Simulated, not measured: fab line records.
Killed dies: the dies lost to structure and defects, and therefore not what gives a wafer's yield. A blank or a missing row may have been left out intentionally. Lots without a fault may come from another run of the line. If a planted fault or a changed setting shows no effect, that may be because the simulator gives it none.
A struck lot beside a sound one	flow nandHarc	15 out of 1159 route steps
Sound: wafers L855.2, L855.3, L855.4. Struck: wafers L872.2, L872.3, L872.5. At the end, the cause is stated.
At each step with rows: each side's tool, then ch and its chambers, then its first start. Under that, the readings that differ: sound wafers	struck wafers	difference of the means	sigmas: that difference in standard deviations of wafers without a fault.
alike: a reading whose means differ by less than 2 such deviations, as well as words and numbers matching on both sides. not compared: withheld readings; readings where some wafer has no value; bounds like >300 that might hide an equal value; numbers whose values overlap and for which the record gives no deviation.
The two part at a step that has a row with sigmas, a row that says differs or no value, or rows on one side only. Numbers that don't overlap but have no deviation are shown without sigmas and don't part them. Lack of a reading on every wafer of one side parts them only where that side has two or more wafers.

NHARC_P_START_INSPECT_01:
  sound on defectInspect-02, day 1 12:02; struck on defectInspect-01, day 5 18:02
  alike: rawDefectCount
then, 9 steps without rows for these wafers: NHARC_P_ZERO_WELL_PRECLEAN_00 (cleans in SPM, time 600 s); NHARC_P_ZERO_WELL_SRD_01; NHARC_P_ZERO_WELL_PECVD_02 (deposits SiO2, target thk 10 nm); NHARC_P_ZERO_WELL_DEHYDRATE_03 (time 120 s); NHARC_P_ZERO_WELL_HMDS_04 (time 30 s); NHARC_P_ZERO_WELL_COAT_64 (time 65 s); NHARC_P_ZERO_WELL_COAT_05 (resist thk 600 nm); NHARC_P_ZERO_WELL_SOFTBAKE_06 (time 70 s); NHARC_P_ZERO_WELL_EBR_07.
NHARC_P_ZERO_WELL_EXPOSE_08: exposes mask P ZERO, target cd 500 nm.
  sound on krfScanner-03 ch 0, day 1 13:14; struck on krfScanner-03 ch 0, day 5 19:05
reading	sound	struck	difference	sigmas
exposureDoseMJCm2	33.76 33.71 33.78	44.79 44.82 44.82	+11.06	+99 or more
  alike: mask
then, 2 steps without rows for these wafers: NHARC_P_ZERO_WELL_PEB_09 (peb time 80 s); NHARC_P_ZERO_WELL_DEVELOP_10 (time 50 s).
NHARC_P_ZERO_WELL_CD_MEAS_11 targets a cd of 500 nm.
  sound on cdSem-01 ch 0, day 1 13:23; struck on cdSem-02 ch 0, day 5 19:14
reading	sound	struck	difference	sigmas
cdNm (nm)	500.4 499.5 500.3	552.1 552.2 552.1	+52.1	+33
then, 1 step without rows for these wafers: NHARC_P_ZERO_WELL_HARDBAKE_12 (time 65 s).

## WHERE THEY PART
Earliest at NHARC_P_ZERO_WELL_EXPOSE_08; latest, in this record, at NHARC_P_ZERO_WELL_CD_MEAS_11.

WHY: the cause the simulator had injected
Process parameters drifting: krfScanner-03 at NHARC_P_ZERO_WELL_EXPOSE_08, beginning at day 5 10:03. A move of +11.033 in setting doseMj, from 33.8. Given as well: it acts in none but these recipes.
